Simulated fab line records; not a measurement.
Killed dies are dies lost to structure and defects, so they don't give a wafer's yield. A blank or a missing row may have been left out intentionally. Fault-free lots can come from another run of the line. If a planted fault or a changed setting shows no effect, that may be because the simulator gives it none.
Which tool did it? ; flow n5_finfet ; Sampling: 24 lots, 72 wafers, 6 of 1938 route steps

## WHAT EACH GAUGE READ, for each wafer
The record lacks any reading of a measuring or inspecting step that a usual standard deviation could be used to judge.

## WHICH TOOL RAN EACH LOT (tool, then ch and the chambers of the sampled wafers, then the start)
lot;N5_BEOL_M5_STRIP_91;N5_BEOL_M5_ANNEAL_49;N5_BEOL_M5_SPUTTER_81;N5_BEOL_M5_SPUTTER_83;N5_BEOL_M6_HM_DEP_02;N5_BEOL_M6_STRIP_67
L074;rie_diel-03 ch 0,3, day 8 12:03 or earlier;pvd_sputter-01, day 8 12:03;pvd_sputter-01, day 8 13:03;pvd_sputter-01, day 8 14:08;pvd_sputter-02, day 8 19:55;rie_diel-04 ch 0,2,3, day 8 20:44
L075;rie_diel-03 ch 0,1,2, day 9 08:42 or earlier;pvd_sputter-02, day 9 08:42;pvd_sputter-02, day 9 09:42;pvd_sputter-02, day 9 10:47;pvd_sputter-01, day 9 19:22;rie_diel-06 ch 1,2,3, day 9 20:26
L076;rie_diel-03 ch 1,3, day 9 13:44 or earlier;pvd_sputter-03, day 9 13:44;pvd_sputter-03, day 9 14:45;pvd_sputter-03, day 9 15:50;pvd_sputter-01, day 9 20:03;rie_diel-05 ch 0,1,3, day 9 20:49
L077;rie_diel-03 ch 0,2,3, day 9 14:28 or earlier;pvd_sputter-01, day 9 14:28;pvd_sputter-01, day 9 15:28;pvd_sputter-01, day 9 16:33;pvd_sputter-03, day 9 22:43;rie_diel-05 ch 0,2,3, day 9 23:37
L078;rie_diel-03 ch 1,2,3, day 9 15:26 or earlier;pvd_sputter-02, day 9 15:26;pvd_sputter-02, day 9 16:27;pvd_sputter-02, day 9 17:32;pvd_sputter-03, day 9 22:55;rie_diel-04 ch 0,1,3, day 9 23:40
L079;rie_diel-01 ch 0,3, day 10 01:55 or earlier;pvd_sputter-03, day 10 01:55;pvd_sputter-03, day 10 02:55;pvd_sputter-03, day 10 04:01;pvd_sputter-02, day 10 10:02;rie_diel-05 ch 0,1,2, day 10 10:55
L080;rie_diel-03 ch 2,3, day 10 05:17 or earlier;pvd_sputter-02, day 10 05:17;pvd_sputter-02, day 10 06:17;pvd_sputter-02, day 10 07:22;pvd_sputter-03, day 10 11:35;rie_diel-06 ch 0,2, day 10 12:25
L081;rie_diel-01 ch 0,2, day 10 07:10 or earlier;pvd_sputter-03, day 10 07:10;pvd_sputter-03, day 10 08:10;pvd_sputter-03, day 10 09:16;pvd_sputter-02, day 10 14:44;rie_diel-06 ch 0,2,3, day 10 15:32
L082;rie_diel-01 ch 0,1, day 10 16:14 or earlier;pvd_sputter-03, day 10 16:14;pvd_sputter-03, day 10 17:14;pvd_sputter-03, day 10 18:19;pvd_sputter-03, day 10 23:19;rie_diel-06 ch 1,2,3, day 11 00:08
L083;rie_diel-02 ch 0,1,3, day 10 22:20 or earlier;pvd_sputter-02, day 10 22:20;pvd_sputter-02, day 10 23:20;pvd_sputter-02, day 11 00:26;pvd_sputter-02, day 11 06:10;rie_diel-04 ch 1,2,3, day 11 07:17
L084;rie_diel-03 ch 1,2, day 11 03:04 or earlier;pvd_sputter-03, day 11 03:04;pvd_sputter-03, day 11 04:05;pvd_sputter-03, day 11 05:10;pvd_sputter-01, day 11 09:43;rie_diel-05 ch 1,2,3, day 11 10:29
L085;rie_diel-01 ch 0,1,3, day 11 07:30 or earlier;pvd_sputter-03, day 11 07:30;pvd_sputter-03, day 11 08:31;pvd_sputter-03, day 11 09:35;pvd_sputter-03, day 11 15:14;rie_diel-06 ch 1,2,3, day 11 16:01
L086;rie_diel-03 ch 0,1, day 11 22:03 or earlier;pvd_sputter-03, day 11 22:03;pvd_sputter-03, day 11 23:03;pvd_sputter-03, day 12 00:08;pvd_sputter-03, day 12 04:40;rie_diel-04 ch 0,3, day 12 05:22
L087;rie_diel-02 ch 1,3, day 12 01:40 or earlier;pvd_sputter-01, day 12 01:40;pvd_sputter-01, day 12 02:40;pvd_sputter-01, day 12 03:45;pvd_sputter-03, day 12 09:34;rie_diel-04 ch 2,3, day 12 10:16
L088;rie_diel-02 ch 1,2,3, day 12 05:11 or earlier;pvd_sputter-02, day 12 05:11;pvd_sputter-02, day 12 06:11;pvd_sputter-02, day 12 07:17;pvd_sputter-03, day 12 12:27;rie_diel-04 ch 1,2, day 12 13:38
L090;rie_diel-03 ch 0,1,3, day 12 10:50 or earlier;pvd_sputter-02, day 12 10:50;pvd_sputter-02, day 12 11:50;pvd_sputter-02, day 12 12:56;pvd_sputter-03, day 12 20:26;rie_diel-05 ch 1,2,3, day 12 21:29
L089;rie_diel-01 ch 0,1,3, day 12 16:22 or earlier;pvd_sputter-01, day 12 16:22;pvd_sputter-01, day 12 17:22;pvd_sputter-01, day 12 18:28;pvd_sputter-01, day 13 01:22;rie_diel-04 ch 0,1,3, day 13 02:14
L091;rie_diel-02 ch 1,3, day 12 23:07 or earlier;pvd_sputter-03, day 12 23:07;pvd_sputter-03, day 13 00:07;pvd_sputter-03, day 13 01:13;pvd_sputter-02, day 13 05:23;rie_diel-04 ch 0,2,3, day 13 06:42
L093;rie_diel-03 ch 0,1,3, day 13 11:23 or earlier;pvd_sputter-03, day 13 11:23;pvd_sputter-03, day 13 12:23;pvd_sputter-03, day 13 13:29;pvd_sputter-01, day 13 17:53;rie_diel-04 ch 1,2,3, day 13 18:35
L092;rie_diel-02 ch 0,3, day 13 12:39 or earlier;pvd_sputter-02, day 13 12:39;pvd_sputter-02, day 13 13:39;pvd_sputter-02, day 13 14:44;pvd_sputter-01, day 13 20:23;rie_diel-06 ch 0,1,3, day 13 21:13
L095;rie_diel-01 ch 1,2,3, day 13 18:09 or earlier;pvd_sputter-02, day 13 18:09;pvd_sputter-02, day 13 19:09;pvd_sputter-02, day 13 20:14;pvd_sputter-02, day 14 00:58;rie_diel-05 ch 0,2,3, day 14 01:48
L094;rie_diel-03 ch 0,1, day 13 18:53 or earlier;pvd_sputter-03, day 13 18:53;pvd_sputter-03, day 13 19:54;pvd_sputter-03, day 13 20:59;pvd_sputter-02, day 14 01:27;rie_diel-04 ch 0,1,2, day 14 02:17
L096;rie_diel-02 ch 0,1,3, day 13 22:16 or earlier;pvd_sputter-01, day 13 22:16;pvd_sputter-01, day 13 23:17;pvd_sputter-01, day 14 00:22;pvd_sputter-01, day 14 04:41;rie_diel-04 ch 0,1,2, day 14 05:30
L097;rie_diel-01 ch 0,1, day 14 14:51 or earlier;pvd_sputter-02, day 14 14:51;pvd_sputter-02, day 14 15:52;pvd_sputter-02, day 14 16:56;pvd_sputter-03, day 14 23:30;rie_diel-05 ch 0,2,3, day 15 00:23
- N5_BEOL_M5_STRIP_91: strips in N2/H2, time 10 s.
- N5_BEOL_M5_ANNEAL_49: time 1800 s.
- N5_BEOL_M5_SPUTTER_81: material Cu, target thk 15 nm, time 27.62 s.
- N5_BEOL_M5_SPUTTER_83: material Cu, target thk 15 nm, time 27.62 s.
- N5_BEOL_M6_HM_DEP_02: deposits TiN, target thk 20 nm.
- N5_BEOL_M6_STRIP_67: strips in CF4.

## WHAT THE TOOLS THEMSELVES READ (means of the sampled wafers that have a number; where no wafer has one, the mark that the record gives instead)
N5_BEOL_M5_STRIP_91. Usual: drypump_motor_current_A 5.9 A, standard deviation 0.36; oes_product_au 0.78 a.u., standard deviation 0.07; rf_vpp_V 59.0 V, standard deviation 0.85; showerhead_plenum_p_Torr 2.51 Torr, standard deviation 0.1; throttle_valve_pct 23.71 %, standard deviation 0.27.
lot;tool;drypump_motor_current_A (A);oes_product_au (a.u.);rf_vpp_V (V);showerhead_plenum_p_Torr (Torr);throttle_valve_pct (%);flag
L074;rie_diel-03;5.8;0.83;59.4;2.61;23.75;
L075;rie_diel-03;6.0;0.76;58.1;2.48;23.90;
L076;rie_diel-03;6.0;0.79;58.9;2.46;23.48;
L077;rie_diel-03;5.8;0.78;60.0;2.59;23.74;
L078;rie_diel-03;5.9;0.77;59.0;2.52;23.59;
L079;rie_diel-01;6.0;0.74;58.7;2.52;23.60;
L080;rie_diel-03;5.8;0.72;59.2;2.57;23.72;
L081;rie_diel-01;5.8;0.84;59.3;2.56;23.84;
L082;rie_diel-01;6.2;0.83;59.4;2.49;23.67;
L083;rie_diel-02;5.9;0.76;59.3;2.50;23.70;
L084;rie_diel-03;6.0;0.70;59.2;2.45;23.89;
L085;rie_diel-01;6.1;0.78;58.9;2.51;23.64;
L086;rie_diel-03;6.1;0.77;59.1;2.41;23.80;
L087;rie_diel-02;5.5;0.79;57.9;2.46;23.70;
L088;rie_diel-02;6.0;0.75;59.2;2.43;23.72;
L090;rie_diel-03;5.9;0.78;58.8;2.52;23.64;
L089;rie_diel-01;6.1;0.76;59.2;2.50;23.65;
L091;rie_diel-02;5.5;0.78;58.3;2.45;23.71;
L093;rie_diel-03;5.9;0.78;58.0;2.52;23.65;
L092;rie_diel-02;6.1;0.89;58.6;2.55;23.50;
L095;rie_diel-01;6.0;0.80;59.7;2.51;23.80;
L094;rie_diel-03;6.0;0.77;59.4;2.48;23.96;
L096;rie_diel-02;5.9;0.82;59.2;2.50;23.62;
L097;rie_diel-01;6.2;0.78;59.8;2.48;23.71;

N5_BEOL_M5_ANNEAL_49. Usual: heater_power_w reads 863 W (standard deviation 54).
lot;tool;heater_power_w (W);flag
L074;pvd_sputter-01;827;
L075;pvd_sputter-02;906;
L076;pvd_sputter-03;897;
L077;pvd_sputter-01;829;
L078;pvd_sputter-02;911;
L079;pvd_sputter-03;888;
L080;pvd_sputter-02;843;
L081;pvd_sputter-03;874;
L082;pvd_sputter-03;890;
L083;pvd_sputter-02;913;
L084;pvd_sputter-03;862;
L085;pvd_sputter-03;881;
L086;pvd_sputter-03;807;
L087;pvd_sputter-01;851;
L088;pvd_sputter-02;852;
L090;pvd_sputter-02;857;
L089;pvd_sputter-01;836;
L091;pvd_sputter-03;862;
L093;pvd_sputter-03;882;
L092;pvd_sputter-02;863;
L095;pvd_sputter-02;898;
L094;pvd_sputter-03;861;
L096;pvd_sputter-01;822;
L097;pvd_sputter-02;886;

N5_BEOL_M5_SPUTTER_81. Usual: throttle_valve_pct reads 30.1 % (standard deviation 1.3).
lot;tool;throttle_valve_pct (%);flag
L074;pvd_sputter-01;29.6;
L075;pvd_sputter-02;29.9;
L076;pvd_sputter-03;30.1;
L077;pvd_sputter-01;30.3;
L078;pvd_sputter-02;31.3;
L079;pvd_sputter-03;30.0;
L080;pvd_sputter-02;29.5;
L081;pvd_sputter-03;29.9;
L082;pvd_sputter-03;30.2;
L083;pvd_sputter-02;31.2;
L084;pvd_sputter-03;29.5;
L085;pvd_sputter-03;29.8;
L086;pvd_sputter-03;30.7;
L087;pvd_sputter-01;30.0;
L088;pvd_sputter-02;31.6;
L090;pvd_sputter-02;30.8;
L089;pvd_sputter-01;29.7;
L091;pvd_sputter-03;30.6;
L093;pvd_sputter-03;30.0;
L092;pvd_sputter-02;28.6;
L095;pvd_sputter-02;29.8;
L094;pvd_sputter-03;30.1;
L096;pvd_sputter-01;29.9;
L097;pvd_sputter-02;30.0;

N5_BEOL_M5_SPUTTER_83. Usual: throttle_valve_pct reads 30.1 % (standard deviation 1.2).
lot;tool;throttle_valve_pct (%);flag
L074;pvd_sputter-01;29.5;
L075;pvd_sputter-02;30.0;
L076;pvd_sputter-03;30.0;
L077;pvd_sputter-01;30.1;
L078;pvd_sputter-02;31.1;
L079;pvd_sputter-03;30.2;
L080;pvd_sputter-02;29.4;
L081;pvd_sputter-03;30.0;
L082;pvd_sputter-03;30.3;
L083;pvd_sputter-02;31.5;
L084;pvd_sputter-03;29.6;
L085;pvd_sputter-03;29.8;
L086;pvd_sputter-03;30.7;
L087;pvd_sputter-01;29.8;
L088;pvd_sputter-02;31.5;
L090;pvd_sputter-02;30.8;
L089;pvd_sputter-01;29.4;
L091;pvd_sputter-03;30.6;
L093;pvd_sputter-03;30.0;
L092;pvd_sputter-02;28.6;
L095;pvd_sputter-02;29.7;
L094;pvd_sputter-03;30.1;
L096;pvd_sputter-01;29.8;
L097;pvd_sputter-02;30.0;

N5_BEOL_M6_HM_DEP_02. Usual: throttle_valve_pct reads 30.1 % (standard deviation 1.1).
lot;tool;throttle_valve_pct (%);flag
L074;pvd_sputter-02;30.5;
L075;pvd_sputter-01;29.5;
L076;pvd_sputter-01;29.3;
L077;pvd_sputter-03;29.8;
L078;pvd_sputter-03;30.2;
L079;pvd_sputter-02;29.1;
L080;pvd_sputter-03;29.5;
L081;pvd_sputter-02;29.4;
L082;pvd_sputter-03;30.7;
L083;pvd_sputter-02;32.0;
L084;pvd_sputter-01;29.8;
L085;pvd_sputter-03;29.6;
L086;pvd_sputter-03;30.7;
L087;pvd_sputter-03;30.3;
L088;pvd_sputter-03;30.4;
L090;pvd_sputter-03;30.3;
L089;pvd_sputter-01;29.2;
L091;pvd_sputter-02;30.9;
L093;pvd_sputter-01;29.4;
L092;pvd_sputter-01;29.5;
L095;pvd_sputter-02;29.9;
L094;pvd_sputter-02;30.6;
L096;pvd_sputter-01;29.8;
L097;pvd_sputter-03;30.7;

N5_BEOL_M6_STRIP_67. Usual: drypump_motor_current_A 5.8 A, standard deviation 0.47; oes_product_au 0.81 a.u., standard deviation 0.07; rf_vpp_V 271.0 V, standard deviation 1.6; showerhead_plenum_p_Torr 1.80 Torr, standard deviation 0.058; throttle_valve_pct 13.55 %, standard deviation 0.26.
lot;tool;drypump_motor_current_A (A);oes_product_au (a.u.);rf_vpp_V (V);showerhead_plenum_p_Torr (Torr);throttle_valve_pct (%);flag
L074;rie_diel-04;6.0;0.77;270.6;1.78;13.61;
L075;rie_diel-06;5.7;0.82;270.7;1.74;13.35;
L076;rie_diel-05;6.2;0.83;270.3;1.77;13.60;
L077;rie_diel-05;5.9;0.85;270.2;1.78;13.51;
L078;rie_diel-04;6.0;0.79;270.7;1.80;13.53;
L079;rie_diel-05;5.7;0.87;269.7;1.76;13.45;
L080;rie_diel-06;5.5;0.83;272.8;1.84;13.52;
L081;rie_diel-06;5.5;0.84;270.6;1.79;13.37;
L082;rie_diel-06;5.7;0.80;269.7;1.74;13.37;
L083;rie_diel-04;5.5;0.79;271.5;1.83;13.65;
L084;rie_diel-05;5.9;0.82;270.3;1.76;13.51;
L085;rie_diel-06;5.8;0.80;269.4;1.74;13.38;
L086;rie_diel-04;6.4;0.92;273.0;1.88;13.18;
L087;rie_diel-04;5.6;0.74;270.8;1.80;13.80;
L088;rie_diel-04;5.4;0.75;272.1;1.85;13.77;
L090;rie_diel-05;5.9;0.81;269.9;1.76;13.54;
L089;rie_diel-04;5.9;0.84;272.2;1.86;13.40;
L091;rie_diel-04;6.0;0.81;272.1;1.84;13.51;
L093;rie_diel-04;5.5;0.76;271.5;1.82;13.73;
L092;rie_diel-06;5.6;0.76;271.3;1.78;13.56;
L095;rie_diel-05;5.9;0.80;269.4;1.77;13.59;
L094;rie_diel-04;5.8;0.79;272.2;1.85;13.61;
L096;rie_diel-04;5.8;0.79;272.0;1.85;13.61;
L097;rie_diel-05;5.9;0.79;270.3;1.77;13.60;

## THE ANSWER, worked out from the rows above alone
Rule: take the mean of a lot's wafers that have a number; if it is more than 3 standard deviations from the usual mean, the lot is off. Also off: a lot with no number at a reading for which 4 or more lots have one. The other lots that the step has rows for count as sound. First the gauges in route order, then the tools' own readings, where a lot's mean is used as printed above. At the first step where some lot is off, the reading lying furthest off is the one used; lots without a number count as furthest.
None of the lots is off at any reading shown; this tells nothing.

## WHAT WAS PUT IN BY THE SIMULATOR
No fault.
